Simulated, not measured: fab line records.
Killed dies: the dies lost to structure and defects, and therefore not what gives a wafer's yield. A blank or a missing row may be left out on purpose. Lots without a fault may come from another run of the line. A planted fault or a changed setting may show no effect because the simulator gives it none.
The tool behind it: which one? ; flow nand harc ; 24 lots, 72 wafers sampled, at 6 steps of a route of 1159

## WHAT THE GAUGES SHOWED, per wafer
No reading from a measuring or inspecting step in the record can be judged against a usual standard deviation.

## WHAT TOOL EACH LOT RAN ON (gives the tool, then ch and the chambers of the sampled wafers, and finally the start)
lot;NHARC_A_CONTACT_ETCH_76;NHARC_A_CONTACT_ETCH_126;NHARC_A_CONTACT_ETCH_129;NHARC_A_CONTACT_ETCH_89;NHARC_A_CONTACT_ETCH_31;NHARC_A_CONTACT_ETCH_139
L077;rie diel-06 ch 2,3, day 19 22:12 or earlier;har cap etch-01 ch 0,1, day 19 22:12;har cap etch-01 ch 0,1, day 19 22:37;rie diel-06 ch 1,2, day 20 09:26 or earlier;rie diel-06 ch 0,1,3, day 20 09:26 or earlier;har cap etch-02 ch 0,1, day 20 09:26
L078;rie diel-05 ch 0,1, day 20 00:32 or earlier;har cap etch-03 ch 0,1, day 20 00:32;har cap etch-03 ch 0,1, day 20 00:58;rie diel-05 ch 0,1,3, day 20 13:25 or earlier;rie diel-05 ch 0,2,3, day 20 13:25 or earlier;har cap etch-03 ch 0,1, day 20 13:25
L076;rie diel-05 ch 0,2, day 20 08:22 or earlier;har cap etch-01 ch 0,1, day 20 08:22;har cap etch-01 ch 0,1, day 20 08:48;rie diel-05 ch 1,2, day 20 19:42 or earlier;rie diel-05 ch 1,3, day 20 19:42 or earlier;har cap etch-03 ch 0,1, day 20 19:42
L074;rie diel-05 ch 0,1, day 20 09:33 or earlier;har cap etch-03 ch 0,1, day 20 09:33;har cap etch-03 ch 0,1, day 20 09:59;rie diel-05 ch 0,1,3, day 20 18:47 or earlier;rie diel-05 ch 0,3, day 20 18:47 or earlier;har cap etch-03 ch 0,1, day 20 18:47
L075;rie diel-06 ch 0,3, day 20 14:00 or earlier;har cap etch-03 ch 0,1, day 20 14:00;har cap etch-03 ch 0,1, day 20 14:25;rie diel-06 ch 0,2, day 21 00:59 or earlier;rie diel-06 ch 0,1, day 21 00:59 or earlier;har cap etch-01 ch 0,1, day 21 00:59
L082;rie diel-06 ch 0,1, day 20 20:02 or earlier;har cap etch-02 ch 0,1, day 20 20:02;har cap etch-02 ch 0,1, day 20 20:28;rie diel-04 ch 0,2, day 21 08:05 or earlier;rie diel-04 ch 1,3, day 21 08:05 or earlier;har cap etch-03 ch 0,1, day 21 08:05
L080;rie diel-05 ch 0,1,3, day 20 20:53 or earlier;har cap etch-01 ch 0,1, day 20 20:53;har cap etch-01 ch 0,1, day 20 21:28;rie diel-04 ch 0,1,3, day 21 09:42 or earlier;rie diel-04 ch 0,1,3, day 21 09:42 or earlier;har cap etch-02 ch 0,1, day 21 09:42
L079;rie diel-06 ch 0,1,3, day 21 04:56 or earlier;har cap etch-02 ch 0,1, day 21 04:56;har cap etch-02 ch 0,1, day 21 05:22;rie diel-06 ch 1,2,3, day 21 15:01 or earlier;rie diel-06 ch 0,1,3, day 21 15:01 or earlier;har cap etch-02 ch 0,1, day 21 15:01
L081;rie diel-04 ch 1,2,3, day 21 06:51 or earlier;har cap etch-01 ch 0,1, day 21 06:51;har cap etch-01 ch 0,1, day 21 07:16;rie diel-05 ch 0,1,3, day 21 15:46 or earlier;rie diel-05 ch 0,1,2, day 21 15:46 or earlier;har cap etch-01 ch 0,1, day 21 15:46
L084;rie diel-05 ch 1,2,3, day 21 11:53 or earlier;har cap etch-01 ch 0,1, day 21 11:53;har cap etch-01 ch 0,1, day 21 12:19;rie diel-06 ch 0,2,3, day 21 18:34 or earlier;rie diel-06 ch 0,1,3, day 21 18:34 or earlier;har cap etch-01 ch 0,1, day 21 18:34
L083;rie diel-06 ch 0,1,3, day 21 13:44 or earlier;har cap etch-03 ch 1, day 21 13:44;har cap etch-03 ch 1, day 21 14:29;rie diel-04 ch 0,1,3, day 21 21:29 or earlier;rie diel-04 ch 0,1, day 21 21:29 or earlier;har cap etch-02 ch 0,1, day 21 21:29
L087;rie diel-05 ch 0,1,2, day 21 22:47 or earlier;har cap etch-01 ch 0,1, day 21 22:47;har cap etch-01 ch 0,1, day 21 23:12;rie diel-06 ch 2,3, day 22 06:12 or earlier;rie diel-06 ch 0,1, day 22 06:12 or earlier;har cap etch-03 ch 0,1, day 22 06:12
L085;rie diel-06 ch 0,2,3, day 22 14:17 or earlier;har cap etch-03 ch 0,1, day 22 14:17;har cap etch-03 ch 0,1, day 22 14:42;rie diel-06 ch 0,1,2, day 23 00:01 or earlier;rie diel-06 ch 2,3, day 23 00:01 or earlier;har cap etch-01 ch 0,1, day 23 00:01
L088;rie diel-05 ch 0,1,3, day 22 14:19 or earlier;har cap etch-02 ch 0,1, day 22 14:19;har cap etch-02 ch 0,1, day 22 14:44;rie diel-06 ch 1,2,3, day 22 23:43 or earlier;rie diel-06 ch 0,1,2, day 22 23:43 or earlier;har cap etch-02 ch 0,1, day 22 23:43
L089;rie diel-06 ch 0,1, day 22 17:08 or earlier;har cap etch-03 ch 0, day 22 17:08;har cap etch-03 ch 0, day 22 17:33;rie diel-05 ch 1,3, day 23 01:08 or earlier;rie diel-05 ch 0,3, day 23 01:08 or earlier;har cap etch-02 ch 0,1, day 23 01:08
L093;rie diel-04 ch 0,1,2, day 23 00:05 or earlier;har cap etch-03 ch 0,1, day 23 00:05;har cap etch-03 ch 0,1, day 23 00:31;rie diel-05 ch 2,3, day 23 08:22 or earlier;rie diel-05 ch 0,1,2, day 23 08:22 or earlier;har cap etch-03 ch 0,1, day 23 08:22
L092;rie diel-04 ch 0,1, day 23 04:21 or earlier;har cap etch-01 ch 0,1, day 23 04:21;har cap etch-01 ch 0,1, day 23 04:47;rie diel-04 ch 1,2,3, day 23 15:27 or earlier;rie diel-04 ch 0,1,2, day 23 15:27 or earlier;har cap etch-02 ch 0,1, day 23 15:27
L091;rie diel-06 ch 0,1,2, day 23 04:22 or earlier;har cap etch-03 ch 0,1, day 23 04:22;har cap etch-03 ch 0,1, day 23 04:48;rie diel-06 ch 0,1, day 23 14:44 or earlier;rie diel-06 ch 1,2,3, day 23 14:44 or earlier;har cap etch-01 ch 0,1, day 23 14:44
L095;rie diel-05 ch 0,2,3, day 23 05:29 or earlier;har cap etch-02 ch 0,1, day 23 05:29;har cap etch-02 ch 0,1, day 23 05:55;rie diel-04 ch 1,2,3, day 23 16:06 or earlier;rie diel-04 ch 0,2, day 23 16:06 or earlier;har cap etch-03 ch 0,1, day 23 16:06
L094;rie diel-05 ch 0,1, day 23 09:18 or earlier;har cap etch-01 ch 1, day 23 09:18;har cap etch-01 ch 1, day 23 09:44;rie diel-06 ch 0,2,3, day 23 18:26 or earlier;rie diel-06 ch 0,2,3, day 23 18:26 or earlier;har cap etch-01 ch 1, day 23 18:26
L090;rie diel-06 ch 0,2, day 23 09:53 or earlier;har cap etch-02 ch 0,1, day 23 09:53;har cap etch-02 ch 0,1, day 23 10:19;rie diel-05 ch 1,2,3, day 23 20:10 or earlier;rie diel-05 ch 0,1,2, day 23 20:10 or earlier;har cap etch-02 ch 0,1, day 23 20:10
L086;rie diel-05 ch 1,2,3, day 23 21:31 or earlier;har cap etch-01 ch 0,1, day 23 21:31;har cap etch-01 ch 0,1, day 23 21:56;rie diel-06 ch 0,2,3, day 24 06:52 or earlier;rie diel-06 ch 0,1,2, day 24 06:52 or earlier;har cap etch-02 ch 0,1, day 24 06:52
L097;rie diel-05 ch 0,1,2, day 24 08:29 or earlier;har cap etch-01 ch 0,1, day 24 08:29;har cap etch-01 ch 0,1, day 24 08:54;rie diel-06 ch 1,2,3, day 24 15:44 or earlier;rie diel-06 ch 1,2, day 24 15:44 or earlier;har cap etch-03 ch 0,1, day 24 15:44
L096;rie diel-06 ch 1,3, day 24 12:23 or earlier;har cap etch-03 ch 0,1, day 24 12:23;har cap etch-03 ch 0,1, day 24 12:48;rie diel-05 ch 0,2,3, day 24 20:37 or earlier;rie diel-05 ch 0,3, day 24 20:37 or earlier;har cap etch-02 ch 0,1, day 24 20:37
- NHARC_A_CONTACT_ETCH_76: etches the open film in N2/H2, target depth 260 nm, time 475.3 s.
- NHARC_A_CONTACT_ETCH_126: etches the open film in C4F8/O2/Ar, time 155 s, target depth 956 nm.
- NHARC_A_CONTACT_ETCH_129: etches the open film in C4F8/O2/Ar, time 155 s, target depth 956 nm.
- NHARC_A_CONTACT_ETCH_89: etches the open film in N2/H2, target depth 260 nm, time 475.3 s.
- NHARC_A_CONTACT_ETCH_31: etches the open film in O2/COS, target depth 2000 nm, time 520 s.
- NHARC_A_CONTACT_ETCH_139: etches the open film in C4F8/O2/Ar, time 137 s, target depth 590 nm.

## WHAT THE TOOLS THEMSELVES READ (means of the sampled wafers that have a number; where no wafer has one, the mark that the record gives instead)
NHARC_A_CONTACT_ETCH_76. Usual: drypump motor current A 5.8 A, standard deviation 0.58; oes product au 0.995 a.u., standard deviation 0.007; rf vpp V 430.5 V, standard deviation 2.5; showerhead plenum p Torr 2.04 Torr, standard deviation 0.088; throttle valve pct 14.172 %, standard deviation 0.0095.
lot;tool;drypump motor current A (A);oes product au (a.u.);rf vpp V (V);showerhead plenum p Torr (Torr);throttle valve pct (%);flag
L077;rie diel-06;5.7;0.995;431.0;2.06;14.169;
L078;rie diel-05;5.5;0.987;429.5;2.01;14.176;
L076;rie diel-05;5.7;0.993;431.6;2.05;14.179;
L074;rie diel-05;5.6;0.990;430.2;2.01;14.179;
L075;rie diel-06;6.2;1.001;432.4;2.11;14.171;
L082;rie diel-06;6.1;0.989;431.0;2.11;14.170;
L080;rie diel-05;5.6;0.994;428.5;1.98;14.163;
L079;rie diel-06;5.9;0.998;432.7;2.13;14.180;
L081;rie diel-04;5.7;0.992;431.9;2.09;14.163;
L084;rie diel-05;6.0;0.999;429.0;2.00;14.168;
L083;rie diel-06;5.9;0.994;432.7;2.13;14.170;
L087;rie diel-05;5.9;1.006;430.9;2.03;14.169;
L085;rie diel-06;6.0;1.000;430.5;2.04;14.168;
L088;rie diel-05;5.6;0.995;428.8;1.97;14.178;
L089;rie diel-06;5.6;1.000;432.8;2.14;14.167;
L093;rie diel-04;6.1;0.994;429.7;2.01;14.169;
L092;rie diel-04;6.1;1.002;427.8;1.97;14.162;
L091;rie diel-06;5.7;0.994;430.3;2.05;14.176;
L095;rie diel-05;5.7;0.992;429.6;2.02;14.166;
L094;rie diel-05;5.6;0.987;429.6;2.00;14.182;
L090;rie diel-06;6.2;0.994;430.0;2.02;14.170;
L086;rie diel-05;6.0;0.996;429.7;1.99;14.174;
L097;rie diel-05;5.9;0.993;429.7;2.03;14.182;
L096;rie diel-06;5.3;0.989;433.4;2.15;14.176;

NHARC_A_CONTACT_ETCH_89. Usual: drypump motor current A 5.8 A, standard deviation 0.59; oes product au 0.996 a.u., standard deviation 0.0088; rf vpp V 430.7 V, standard deviation 2.6; showerhead plenum p Torr 2.05 Torr, standard deviation 0.091; throttle valve pct 14.169 %, standard deviation 0.0081.
lot;tool;drypump motor current A (A);oes product au (a.u.);rf vpp V (V);showerhead plenum p Torr (Torr);throttle valve pct (%);flag
L077;rie diel-06;5.2;1.009;429.5;2.00;14.167;
L078;rie diel-05;5.6;0.994;430.3;1.98;14.177;
L076;rie diel-05;6.2;0.996;429.8;2.02;14.173;
L074;rie diel-05;5.6;0.999;428.1;1.98;14.170;
L075;rie diel-06;5.8;1.002;428.6;1.97;14.160;
L082;rie diel-04;6.4;1.003;429.3;2.00;14.167;
L080;rie diel-04;5.6;0.996;431.2;2.05;14.170;
L079;rie diel-06;5.4;0.999;431.4;2.07;14.180;
L081;rie diel-05;5.6;0.999;428.6;1.98;14.169;
L084;rie diel-06;6.0;0.997;430.1;2.04;14.174;
L083;rie diel-04;5.6;1.001;430.9;2.05;14.171;
L087;rie diel-06;5.7;1.010;431.2;2.06;14.171;
L085;rie diel-06;5.7;0.995;430.6;2.05;14.172;
L088;rie diel-06;5.4;0.991;431.0;2.07;14.166;
L089;rie diel-05;5.9;0.984;428.6;1.96;14.173;
L093;rie diel-05;5.8;0.998;429.3;1.98;14.169;
L092;rie diel-04;5.7;0.997;432.2;2.08;14.164;
L091;rie diel-06;5.6;0.997;433.1;2.14;14.170;
L095;rie diel-04;5.6;1.003;431.5;2.08;14.170;
L094;rie diel-06;6.0;0.991;430.6;2.04;14.169;
L090;rie diel-05;6.0;0.991;429.6;1.99;14.170;
L086;rie diel-06;6.0;0.993;429.9;2.03;14.174;
L097;rie diel-06;5.4;0.998;431.1;2.07;14.171;
L096;rie diel-05;5.8;0.991;428.7;2.01;14.175;

NHARC_A_CONTACT_ETCH_31. Usual: drypump motor current A 5.8 A, standard deviation 0.59; oes product au 0.995 a.u., standard deviation 0.0077; rf vpp V 314.2 V, standard deviation 2; showerhead plenum p Torr 3.13 Torr, standard deviation 0.12; throttle valve pct 28.330 %, standard deviation 0.0089.
lot;tool;drypump motor current A (A);oes product au (a.u.);rf vpp V (V);showerhead plenum p Torr (Torr);throttle valve pct (%);flag
L077;rie diel-06;5.9;0.999;316.4;3.25;28.330;
L078;rie diel-05;5.8;0.988;313.0;3.10;28.337;
L076;rie diel-05;5.9;0.999;312.5;3.01;28.323;
L074;rie diel-05;5.4;0.983;313.6;3.06;28.325;
L075;rie diel-06;5.6;0.998;316.7;3.27;28.331;
L082;rie diel-04;5.3;0.996;315.0;3.20;28.333;
L080;rie diel-04;5.6;0.997;314.2;3.14;28.333;
L079;rie diel-06;5.9;0.993;316.0;3.24;28.327;
L081;rie diel-05;5.9;1.001;313.5;3.11;28.334;
L084;rie diel-06;5.9;0.995;315.8;3.24;28.329;
L083;rie diel-04;5.7;0.993;314.1;3.08;28.340;
L087;rie diel-06;5.6;0.993;316.1;3.26;28.333;
L085;rie diel-06;5.7;1.001;313.3;3.14;28.331;
L088;rie diel-06;5.7;0.989;313.7;3.14;28.315;
L089;rie diel-05;5.4;0.991;312.5;3.01;28.333;
L093;rie diel-05;5.9;0.990;313.9;3.11;28.326;
L092;rie diel-04;6.1;1.000;313.9;3.07;28.334;
L091;rie diel-06;5.4;0.995;315.0;3.16;28.331;
L095;rie diel-04;6.4;1.005;312.8;3.01;28.329;
L094;rie diel-06;6.0;0.991;314.4;3.11;28.330;
L090;rie diel-05;6.0;0.992;314.2;3.10;28.326;
L086;rie diel-06;5.7;0.994;314.0;3.13;28.333;
L097;rie diel-06;5.1;0.992;314.7;3.18;28.328;
L096;rie diel-05;5.4;0.988;311.6;3.00;28.330;

## THE ANSWER, worked out from the rows above alone
Rule: a lot is off if the mean of its wafers that have a number lies more than 3 standard deviations from the usual mean. A lot without any number at a reading at which 4 lots or more have one is off too. All remaining lots with rows at the step are treated as sound. Order of review: gauges by route order, followed by the tools' own readings, for which a lot's mean as printed above is used. The first step at which some lot is off is used, and at that step the reading that is off furthest; a lot without a number counts as furthest.
No lot is off at any reading shown: from this, nothing can be told.

## WHAT THE SIMULATOR HAD PUT IN
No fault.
